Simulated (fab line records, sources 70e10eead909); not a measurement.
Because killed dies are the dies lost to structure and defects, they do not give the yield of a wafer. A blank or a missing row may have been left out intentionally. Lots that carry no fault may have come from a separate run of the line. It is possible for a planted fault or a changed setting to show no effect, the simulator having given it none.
A struck lot beside a sound one | flow nand harc | 14 steps out of a route of 1159
Sound: the wafers L314.1, L314.4, L314.5. Struck: wafers L328.1, L328.3, L328.6. At the end, the cause is stated.
Each step with rows lists, per side, the tool, then ch with its chambers, then its first start. Under that, the readings that differ: sound wafers | struck wafers | difference of the means | sigmas: that difference in standard deviations of wafers without a fault.
alike: words and numbers the same on both sides, and readings whose means are apart by under 2 such deviations; not compared: readings that were withheld, readings missing a value for some wafer, numbers with overlapping values and no deviation given by the record, and bounds like >300 which may hide the same value.
A row with sigmas, a row that says differs or no value, or rows on one side alone: a step with any of these is where the two part. When numbers do not overlap yet have no deviation, they are printed without sigmas and do not part them. A reading missing from all wafers of one side parts the sides only when that side holds two or more wafers.

NHARC_A_CONTACT_STRIP_82: strips in O2.
  sound on rie diel-01 ch 1,2; struck on rie diel-01 ch 1,2,3
  alike: drypump motor current A, o2 flow sccm, oes product au, rf vpp V, showerhead plenum p Torr, throttle valve pct
  not compared: rf hours counter h
then, 1 step without rows for these wafers: NHARC_A_CONTACT_STRIP_83 (strips in post etch residue remover, time 600 s).
NHARC_A_CONTACT_DEP_84: deposits aC, target thk 2000 nm.
  sound on acl dep-03 ch 0, day 17 03:31; struck on acl dep-03 ch 0, day 21 06:06
  alike: throttle valve pct
NHARC_A_CONTACT_DEP_85: deposits SiON, target thk 50 nm.
  sound on pecvd-02 ch 0,1,2, day 17 04:50; struck on pecvd-02 ch 1,2, day 21 07:23
  alike: heater power w, showerhead vpp V
then, 8 steps without rows for these wafers: NHARC_A_CONTACT_DEHYDRATE_00 (time 120 s); NHARC_A_CONTACT_HMDS_01 (time 30 s); NHARC_A_CONTACT_COAT_86 (time 75 s); NHARC_A_CONTACT_COAT_87 (time 65 s); NHARC_A_CONTACT_COAT_02 (resist thk 90 nm); NHARC_A_CONTACT_SOFTBAKE_03 (time 55 s); NHARC_A_CONTACT_EBR_04; NHARC_A_CONTACT_EXPOSE_05 (exposes mask A CC).
NHARC_A_CONTACT_PEB_06: peb time 65 s.
  sound on litho track-04 ch 0, day 17 05:25; struck on litho track-06, day 21 08:01
  no value came back on the struck wafers for chill plate temp C (C), exhaust pa (Pa); on the sound wafers chill plate temp C (C) reads 22.96 23.14 22.90
then, 1 step without rows for these wafers: NHARC_A_CONTACT_DEVELOP_07 (develop time 35 s).

WHERE THEY PART
Only at NHARC_A_CONTACT_PEB_06, within this record.

WHY: the cause the simulator had injected
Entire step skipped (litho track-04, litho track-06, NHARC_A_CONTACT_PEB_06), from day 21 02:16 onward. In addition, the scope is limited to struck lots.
